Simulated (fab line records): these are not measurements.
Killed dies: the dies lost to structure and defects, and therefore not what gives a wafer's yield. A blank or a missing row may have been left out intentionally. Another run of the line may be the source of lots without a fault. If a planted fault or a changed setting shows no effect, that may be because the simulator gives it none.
Problem report in the 8D (eight disciplines) form, filled by code ; flow n5Finfet ; the parts of the form that need people (team, actions taken, sign-off) are left out

## 1. THE ISSUE
At N5_BEOL_M12_ETCH_68, runLengthS averages 292.5 s over 5 wafers from 3 lots, while fault-free wafers read 308.3 s, standard deviation 0.44. Measured from the usual mean, that is -36 standard deviations.
The step: etches SOC in N2/H2, time 285 s.
Earliest sighting: wafer L492.5 on rieDiel-01 at day 11 19:30. The record has a number at this step for 19 wafers belonging to 7 lots. Rule for "out", or "out of limits": more than 4 standard deviations from the usual mean. The other wafers with a number count as sound.

## 2. WHAT IT IS AND WHAT IT IS NOT
question;is;is not
which readings at this step;runLengthS;drypumpMotorCurrentA, oesProductAu, rfVppV, showerheadPlenumPTorr, throttleValvePct
which lots;L492, L494, L495;L487, L489, L506, L510
which wafers of those lots;L492.5, L494.1, L494.5, L495.1, L495.5;L492.2, L492.3
read on which tools;rieDiel-01;rieDiel-03, rieDiel-06
when;from day 11 19:30;"up to then (5 sound wafers); but 9 sound wafers of L489, L506, L510 came after"

## 3. WHAT RULES OUT EACH SUSPECT
Counting: a tool at a process step up to the reading stays a suspect if it ran every lot that is out. Sound lots after the first of them don't rule it out here, since some wafers of a struck lot are sound.
- rieDiel-01 at N5_BEOL_M12_DESCUM_33 (chemistry O2, time 7.9 s): kept. It processed each lot that is out (first: L492, day 11 19:19); up to then, its last sound lot is L487 (day 10 13:37).
- rieDiel-01 at N5_BEOL_M12_ETCH_67 (etches SiARC in CF4, target depth 143 nm, time 238.3 s): kept. It processed each lot that is out (first: L492, day 11 19:21); up to then, its last sound lot is L487 (day 10 13:39).
- rieDiel-01 at N5_BEOL_M12_ETCH_68 (etches SOC in N2/H2, time 285 s): kept. It processed each lot that is out (first: L492, day 11 19:30); up to then, its last sound lot is L487 (day 10 13:48). On those wafers its own readings are out: runLengthS.
Still standing after the count: rieDiel-01 at N5_BEOL_M12_DESCUM_33, rieDiel-01 at N5_BEOL_M12_ETCH_67, rieDiel-01 at N5_BEOL_M12_ETCH_68.

## 4. THE CAUSE (what the simulator had put in)
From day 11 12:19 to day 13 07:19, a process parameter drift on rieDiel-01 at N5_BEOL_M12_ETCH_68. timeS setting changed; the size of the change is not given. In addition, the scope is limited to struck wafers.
Counting left 3 suspects, and this tool is among them.

## 5. SEQUENCE OF EFFECTS, ordered by route
Each row: a reading where the mean over the struck wafers with a number is more than 3 standard deviations away from the usual. Only readings whose record carries a usual standard deviation are examined. hours: median over the lots of the time between each lot's start at the first step of this table that gives one and its start at this step. sigmas: the change, counted in usual standard deviations.
hours;step;reading;usual;on struck wafers;change;sigmas
0;N5_BEOL_M12_ETCH_68;runLengthS;308.3 s;292.5;-15.8;-36
Its process steps:
- N5_BEOL_M12_ETCH_68: etches SOC in N2/H2, time 285 s.
Readings that are blank on the struck wafers while sound wafers have them: rfFwdPowerW at N5_BEOL_M12_ETCH_68.

## 6. HOW IT WOULD HAVE BEEN CAUGHT EARLIER
7 hours passed between the start of the fault at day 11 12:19 and the first reading out of limits in this record, taken at day 11 19:30.
